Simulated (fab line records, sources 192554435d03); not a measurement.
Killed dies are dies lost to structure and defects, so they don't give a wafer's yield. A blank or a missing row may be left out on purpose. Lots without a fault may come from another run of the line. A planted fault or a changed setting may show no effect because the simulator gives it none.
fab line records | flow n5_finfet | part 1 of 2: steps 1 to 5 of 6
record lots=9 wafers=27 last_day=17
route steps=1938 shown SDB@356 HKMG_FIN@413 BEOL_M4@1111 PASSIVATION@1936
lots that met no fault: from a run of the same line without faults
start_h: hours from the record's first day to the start of the lot's first wafer shown | wait_h: hours since the lot's step before | " the same as in the row above | L1.1+2: a row that stands for several wafers | - no value, or no start given | * or withheld: withheld | < > ~ a bound
route shown NAME@n: a module of which the file shows steps, and the number in the route of the first | usual: mean/standard deviation of fault-free wafers | same: alike in all rows | chamber/n: place in a boat | sites: the reading at each site | _std_site: their standard deviation | _edge_site: outer sites' mean less inner sites' | radius_mm: how far each site lies from the wafer's centre | mask NAME#n: copy n | behind: the tool/chamber that last shaped the wafer | hold: why the lot was held/for how many hours/how that ended | device: the transistor (n, p or np) that didn't switch | end of line: the same wafers' tests at the end of the route | a step without rows: its recipe alone | killed: dies lost to structure and defects at the first sort, not the wafer's yield | map: a wafer's dies, x killed, . not, _ none there
set.NAME: the setting as run; set.NAME@STEP: as run at that earlier step | model.NAME: the simulator's own value behind a step, which no gauge read
steps of the route over a sample of lots; a table a step, a row a wafer
services: from which hour (start_h, from the record's first day; less than 0 if before it) a tool's chamber was out of use, for how many hours, and why
## steps
# step N5_SDB_CD_MEAS_11
# recipe target_cd_nm=50 landing_energy_ev=500 detector=se_inlens polarity=opening
# usual cd_nm=50.9/1.1
# columns lot.wafer tool chamber start_h wait_h cd_nm
L234.1 cd_sem-03 0 66.28 - 52.0
L234.2 " 0 " " 51.4
L234.3 " 0 " " 51.9
L235.1 cd_sem-01 0 71.36 - 51.9
L235.3 " 0 " " 52.1
L235.5 " 0 " " 52.3
L236.1 cd_sem-02 0 77.76 - 51.4
L236.4 " 0 " " 52.2
L236.5 " 0 " " 50.8
L240.2 cd_sem-01 0 106.92 - 50.0
L240.3 " 0 " " 51.9
L240.6 " 0 " " 52.2
L242.2 cd_sem-02 0 117.43 - 51.7
L242.3 " 0 " " 51.8
L242.5 " 0 " " 53.0
L252.1 cd_sem-03 0 172.39 - 51.5
L252.2 " 0 " " 50.5
L252.4 " 0 " " 50.0
L253.3 cd_sem-02 0 179.44 - 50.2
L253.5 " 0 " " 50.3
L253.6 " 0 " " 52.3
L255.1 cd_sem-01 0 193.09 - 51.4
L255.2 " 0 " " 51.3
L255.4 " 0 " " 51.0
L257.1 cd_sem-03 0 206.59 - 49.2
L257.2 " 0 " " 48.6
L257.6 " 0 " " 50.3
# step N5_SDB_DESCUM_16
# recipe chemistry=O2 time_s=7.9 source_power_w=50 bias_power_w=20 pressure_mtorr=20 rf_frequency_hz=2.712e+07 temp_c=40 resist=CAR-ArF o2_flow_sccm=225
# usual drypump_motor_current_A=5.7/0.55 oes_product_au=0.77/0.076 rf_vpp_V=243.6/1.2 showerhead_plenum_p_Torr=2.13/0.056 throttle_valve_pct=20.46/0.24
# columns lot.wafer tool chamber start_h wait_h drypump_motor_current_A oes_product_au rf_hours_counter_h rf_vpp_V showerhead_plenum_p_Torr throttle_valve_pct
L234.1 rie_diel-01 0 66.55 0.2 5.1 0.90 21 242.5 2.05 20.34
L234.2 " 1 " " 5.9 0.68 227 243.2 2.07 20.65
L234.3 " 3 " " 5.2 0.74 169 243.2 2.18 20.95
L235.1 rie_diel-06 3 71.45 0.0 5.8 0.77 127 243.2 2.11 20.64
L235.3 " 0 " " 4.9 0.92 11 241.9 2.08 20.53
L235.5 " 2 " " 6.6 0.72 - 244.3 2.17 20.56
L236.1 rie_diel-01 0 78.72 0.9 5.2 0.89 25 242.1 2.04 20.36
L236.4 " 1 " " 5.9 0.68 231 243.3 2.07 20.66
L236.5 " 2 " " 6.1 0.77 - 244.5 2.20 20.61
L240.2 rie_diel-05 1 107.06 0.1 5.8 0.81 71 244.8 2.20 20.50
L240.3 " 3 " " 5.7 0.90 23 245.4 2.21 19.95
L240.6 " 3 " " 5.7 0.90 - 243.1 2.21 19.96
L242.2 rie_diel-01 0 117.98 0.5 5.2 0.88 38 242.2 2.04 20.39
L242.3 " 2 " " 6.1 0.76 164 244.7 2.19 20.63
L242.5 " 0 " " 5.1 0.87 - 242.5 2.04 20.38
L252.1 rie_diel-06 3 172.48 0.0 5.8 0.74 160 243.9 2.10 20.68
L252.2 " 0 " " 4.9 0.86 46 243.7 2.06 20.58
L252.4 " 1 " " 5.1 0.75 148 242.5 2.09 20.26
L253.3 rie_diel-06 3 179.52 0.0 5.8 0.73 162 243.2 2.10 20.71
L253.5 " 0 " " 4.9 0.87 - 242.5 2.06 20.57
L253.6 " 3 " " 5.8 0.74 - 242.5 2.10 20.70
L255.1 rie_diel-05 0 193.17 0.0 6.6 0.67 243 241.7 2.06 20.34
L255.2 " 3 " " 5.7 0.85 54 245.6 2.20 20.00
L255.4 " 2 " " 5.1 0.69 223 243.9 2.15 20.65
L257.1 rie_diel-05 0 206.68 0.0 6.6 0.68 248 241.5 2.05 20.35
L257.2 " 1 " " 5.8 0.77 106 243.8 2.19 20.53
L257.6 " 2 " " 5.1 0.67 - 244.3 2.15 20.66
# step N5_HKMG_FIN_CVD_62
# recipe material=a-Si target_thk_a=30 temp_c=500 precursor=Si2H6 pressure_torr=1 time_s=20.8
# usual chamber_pressure_Torr=1.0002/0.0021 heater_power_w=1398/180 susceptor_temp_C=500.00/0.27
# columns lot.wafer tool chamber start_h wait_h chamber_pressure_Torr heater_power_w since_wet_clean_h susceptor_temp_C
L234.1 thermal_cvd_si-01 1 74.29 0.2 0.9984 1667 858 499.70
L234.2 " 0 " " 1.0031 1294 858 500.29
L234.3 " 2 " " 0.9980 1478 858 499.82
L235.1 thermal_cvd_si-02 1 78.68 0.2 0.9999 1259 133 499.86
L235.3 " 0 " " 1.0005 1141 133 500.12
L235.5 " 0 " " 0.9989 1160 - 499.82
L236.1 thermal_cvd_si-01 1 86.62 0.4 0.9980 1653 870 500.25
L236.4 " 0 " " 1.0030 1315 - 499.98
L236.5 " 1 " " 1.0012 1686 - 500.23
L240.2 thermal_cvd_si-02 0 114.31 0.2 0.9990 1264 169 514.47
L240.3 " 2 " " 0.9995 1673 169 514.66
L240.6 " 1 " " 0.9987 1344 - 514.33
L242.2 thermal_cvd_si-02 0 125.34 0.2 1.0006 1244 180 514.67
L242.3 " 1 " " 0.9992 1369 180 513.96
L242.5 " 1 " " 0.9981 1346 - 513.97
L252.1 thermal_cvd_si-01 2 180.09 0.2 0.9986 1437 964 500.53
L252.2 " 1 " " 1.0026 1686 964 499.57
L252.4 " 2 " " 0.9992 1429 - 500.02
L253.3 thermal_cvd_si-02 0 188.79 0.2 1.0006 1141 243 500.14
L253.5 " 0 " " 1.0000 1132 - 500.01
L253.6 " 2 " " 1.0014 1585 - 500.51
L255.1 thermal_cvd_si-02 2 201.25 0.2 1.0015 1600 256 499.81
L255.2 " 0 " " 0.9980 1126 256 499.99
L255.4 " 0 " " 0.9951 1125 - 500.34
L257.1 thermal_cvd_si-02 0 213.92 0.2 1.0027 1151 268 499.75
L257.2 " 1 " " 0.9999 1268 268 500.21
L257.6 " 0 " " 1.0014 1115 - 500.01
# step N5_HKMG_FIN_OVL_MEAS_13
# recipe points_per_wafer=44
# usual NWFM_OVL=0.1/0.77
# columns lot.wafer tool chamber start_h wait_h NWFM_OVL[nm]
L234.1 overlay-02 0 75.87 0.0 -0.6
L234.2 " 0 " " -0.5
L234.3 " 0 " " -0.2
L235.1 overlay-01 0 80.62 0.0 -1.3
L235.3 " 0 " " -0.5
L235.5 " 0 " " -1.0
L236.1 overlay-01 0 88.09 0.0 -0.3
L236.4 " 0 " " -0.2
L236.5 " 0 " " -1.0
L240.2 overlay-02 0 116.12 0.0 -0.1
L240.3 " 0 " " -0.4
L240.6 " 0 " " -0.2
L242.2 overlay-02 0 126.92 0.0 -1.4
L242.3 " 0 " " -0.6
L242.5 " 0 " " -1.0
L252.1 overlay-02 0 181.73 0.0 0.6
L252.2 " 0 " " -0.3
L252.4 " 0 " " 0.0
L253.3 overlay-01 0 190.39 0.0 0.4
L253.5 " 0 " " 0.3
L253.6 " 0 " " 0.3
L255.1 overlay-02 0 202.84 0.0 0.1
L255.2 " 0 " " 0.3
L255.4 " 0 " " 0.6
L257.1 overlay-02 0 215.51 0.0 -1.1
L257.2 " 0 " " -0.5
L257.6 " 0 " " -1.2
# step N5_BEOL_M4_RC_MEAS_101
# usual DIBL_N=35.8/1.6 DIBL_P=36.0/2.1 EOT_P=10.48/0.088 IGATE_P=0.0038/0.0005 IOFF_N=0.153/0.026 IOFF_N_85C=3.0/0.44 IOFF_N_LIN=0.072/0.011 IOFF_N_LONG=5.5e-05/3e-06 IOFF_P=0.21/0.037 IOFF_P_85C=3.6/0.55 IOFF_P_LIN=0.100/0.014 IOFF_P_LONG=0.000108/9.6e-06 ION_N=673/11 ION_P=462/7.6 SS_N=71.4/0.53 SS_P=73.2/0.67 VT_N=250/3.2 VT_N_LONG=274.6/2.2 VT_N_LVT=99/3.3 VT_P=-250/3.7 VT_P_LONG=-275/3.1 VT_P_LVT=-99/3.2
# columns lot.wafer tool chamber start_h wait_h DIBL_N[mV/V] DIBL_P[mV/V] EOT_P IGATE_P[nA/um] IOFF_N[nA/um] IOFF_N_85C[nA/um] IOFF_N_LIN[nA/um] IOFF_N_LONG[nA/um] IOFF_P[nA/um] IOFF_P_85C[nA/um] IOFF_P_LIN[nA/um] IOFF_P_LONG[nA/um] ION_N[uA/um] ION_P[uA/um] SS_N[mV/dec] SS_P[mV/dec] VT_N[mV] VT_N_LONG[mV] VT_N_LVT[mV] VT_P[mV] VT_P_LONG[mV] VT_P_LVT[mV]
L234.1 prober-02 0 169.42 0.0 37.3 39.2 10.40 0.0040 0.188 3.7 0.089 5.7e-05 0.26 4.5 0.122 0.000119 684 476 70.9 74.0 245 270.5 97 -248 -275 -97
L234.2 " 0 " " 33.5 33.7 10.28 0.0044 0.117 2.5 0.060 5.6e-05 0.17 3.2 0.092 0.000105 662 463 71.1 72.5 256 271.6 104 -251 -274 -102
L234.3 " 0 " " 37.9 38.8 10.54 0.0036 0.207 4.0 0.096 5.7e-05 0.27 4.6 0.126 0.000111 700 476 71.1 74.2 243 273.9 94 -245 -273 -96
L235.1 prober-02 0 177.41 0.0 35.3 36.1 10.55 0.0037 0.139 2.8 0.066 5.1e-05 0.18 3.2 0.089 9.8e-05 670 453 71.1 73.2 252 276.7 101 -255 -276 -101
L235.3 " 0 " " 37.4 37.9 10.53 0.0037 0.165 3.2 0.074 5.2e-05 0.20 3.5 0.096 9.9e-05 675 460 71.7 73.4 250 276.6 100 -250 -279 -100
L235.5 " 0 " " 35.5 35.7 10.43 0.0044 0.137 2.7 0.064 5.2e-05 0.18 3.2 0.089 0.000101 673 456 71.6 72.4 253 276.6 102 -252 -276 -101
L236.1 prober-01 0 191.95 0.0 36.7 38.9 10.55 0.0034 0.176 3.4 0.081 5.7e-05 0.28 4.6 0.128 0.000127 693 472 71.4 74.1 250 272.7 100 -243 -268 -98
L236.4 " 0 " " 37.7 40.2 10.58 0.0030 0.201 3.9 0.089 5.7e-05 0.32 5.2 0.143 0.000136 682 477 72.1 74.1 246 276.1 98 -240 -270 -94
L236.5 " 0 " " 35.7 37.7 10.42 0.0036 0.146 2.9 0.068 5.7e-05 0.26 4.3 0.121 0.000124 673 470 71.0 73.2 252 272.1 104 -244 -270 -97
L240.2 prober-02 0 207.61 0.2 37.0 39.7 10.85 0.0007 0.001 0.0 0.000 2.4e-05 2.56 29.7 1.147 0.000466 367 556 71.3 73.8 395 420.9 243 -183 -228 -33
L240.3 " 0 " " 35.1 36.6 10.86 0.0007 0.001 0.0 0.000 2.5e-05 2.07 24.9 0.996 0.000477 362 552 71.2 73.3 395 424.1 246 -188 -228 -36
L240.6 " 0 " " 35.5 37.5 10.84 0.0007 0.001 0.0 0.000 2.4e-05 2.16 26.3 1.023 0.000475 356 551 71.8 72.9 399 417.6 246 -186 -228 -35
L242.2 prober-02 0 211.20 0.2 33.2 33.7 10.82 0.0008 0.002 0.1 0.001 2.1e-05 1.05 13.9 0.532 0.000343 414 528 70.9 72.7 374 392.3 218 -203 -236 -50
L242.3 " 0 " " 36.3 36.1 10.93 0.0007 0.002 0.1 0.001 2.2e-05 1.25 16.3 0.600 0.000336 416 523 71.6 73.3 372 390.4 216 -199 -237 -49
L242.5 " 0 " " 34.9 34.3 10.77 0.0009 0.002 0.1 0.001 2.2e-05 1.11 14.6 0.557 0.000337 407 517 71.0 73.8 371 389.6 220 -201 -237 -50
L252.1 prober-02 0 274.61 0.0 35.1 34.1 10.49 0.0033 0.127 2.6 0.061 5.4e-05 0.16 2.9 0.077 0.000101 657 454 71.6 72.5 253 274.1 101 -257 -280 -103
L252.2 " 0 " " 35.8 34.5 10.71 0.0027 0.131 2.7 0.063 5.3e-05 0.16 3.0 0.081 9.9e-05 661 452 71.3 72.6 254 276.9 101 -257 -280 -103
L252.4 " 0 " " 32.7 30.9 10.40 0.0042 0.093 2.0 0.049 5.4e-05 0.12 2.4 0.065 0.000102 662 448 70.3 71.9 259 275.2 105 -255 -278 -106
L253.3 prober-01 0 289.61 0.3 36.5 36.6 10.38 0.0040 0.159 3.0 0.073 5.2e-05 0.20 3.5 0.097 9.8e-05 669 459 71.4 73.7 253 277.3 99 -251 -281 -102
L253.5 " 0 " " 37.5 37.0 10.46 0.0042 0.174 3.3 0.080 5.2e-05 0.21 3.7 0.101 9.5e-05 680 464 72.2 73.4 250 275.9 98 -249 -281 -103
L253.6 " 0 " " 34.7 35.0 10.50 0.0038 0.136 2.7 0.066 5.2e-05 0.18 3.2 0.089 9.5e-05 661 460 70.6 72.9 253 277.0 102 -254 -277 -104
L255.1 prober-02 0 302.40 0.0 37.5 38.2 10.49 0.0033 0.156 3.0 0.071 5.1e-05 0.21 3.6 0.097 0.000101 668 458 71.6 73.6 251 276.8 101 -251 -279 -100
L255.2 " 0 " " 38.3 39.0 10.39 0.0045 0.157 3.0 0.073 4.9e-05 0.24 4.1 0.109 0.000102 672 469 71.8 74.3 252 279.5 102 -250 -276 -98
L255.4 " 0 " " 38.3 38.8 10.54 0.0038 0.167 3.2 0.077 5e-05 0.22 3.9 0.102 9.9e-05 674 458 71.5 73.8 248 278.2 99 -249 -276 -101
L257.1 prober-01 0 306.13 0.0 38.3 36.3 10.48 0.0036 0.182 3.6 0.081 5.4e-05 0.21 3.6 0.096 9.3e-05 675 454 71.5 73.9 248 275.4 97 -251 -280 -101
L257.2 " 0 " " 34.6 32.5 10.37 0.0037 0.124 2.6 0.062 5.4e-05 0.17 2.9 0.082 9.1e-05 668 456 71.3 72.6 254 274.5 100 -253 -278 -103
L257.6 " 0 " " 35.0 33.8 10.45 0.0035 0.136 2.8 0.067 5.4e-05 0.18 3.2 0.088 9.1e-05 665 461 71.1 73.1 249 274.4 99 -253 -275 -102
## key
first_sign step=N5_HKMG_FIN_CVD_62 reading=susceptor_temp_C direction=up sigmas=53 usual=* struck=*
effect step=N5_BEOL_M4_RC_MEAS_101 reading=VT_N_LONG direction=up sigmas=58 usual=274.6 struck=405.8
effect step=N5_BEOL_M4_RC_MEAS_101 reading=IOFF_P_LIN direction=up sigmas=49 usual=0.100 struck=0.809
effect step=N5_BEOL_M4_RC_MEAS_101 reading=VT_N direction=up sigmas=42 usual=250 struck=384
effect step=N5_BEOL_M4_RC_MEAS_101 reading=VT_N_LVT direction=up sigmas=40 usual=99 struck=232
effect step=N5_BEOL_M4_RC_MEAS_101 reading=IOFF_P direction=up sigmas=40 usual=0.21 struck=1.70
effect step=N5_BEOL_M4_RC_MEAS_101 reading=IOFF_P_85C direction=up sigmas=32 usual=3.6 struck=20.9
effect step=N5_BEOL_M4_RC_MEAS_101 reading=IOFF_P_LONG direction=up sigmas=31 usual=0.000108 struck=0.000406
effect step=N5_BEOL_M4_RC_MEAS_101 reading=ION_N direction=down sigmas=26 usual=673 struck=387
effect step=N5_BEOL_M4_RC_MEAS_101 reading=VT_P_LVT direction=up sigmas=18 usual=-99 struck=-42
effect step=N5_BEOL_M4_RC_MEAS_101 reading=VT_P direction=up sigmas=16 usual=-250 struck=-193
effect step=N5_BEOL_M4_RC_MEAS_101 reading=VT_P_LONG direction=up sigmas=14 usual=-275 struck=-232
effect step=N5_BEOL_M4_RC_MEAS_101 reading=IOFF_N_LONG direction=down sigmas=11 usual=5.5e-05 struck=2.3e-05
effect step=N5_PASSIVATION_PROBE_49 reading=sort_bin_4_leakage direction=up sigmas=99+ usual=0 struck=91.05
met_at N5_HKMG_FIN_CVD_62
struck_lots L240,L242
not_acting_at N5_SDB_CD_MEAS_11,N5_SDB_DESCUM_16,N5_HKMG_FIN_OVL_MEAS_13
onset_between 78.68 114.31
fault kind=process_parameter_drift tool=thermal_cvd_si-02 chamber=- onset_h=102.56 steps=N5_HKMG_FIN_CVD_62 channel=temp_c offset=* shape=step end_h=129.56 stated=*
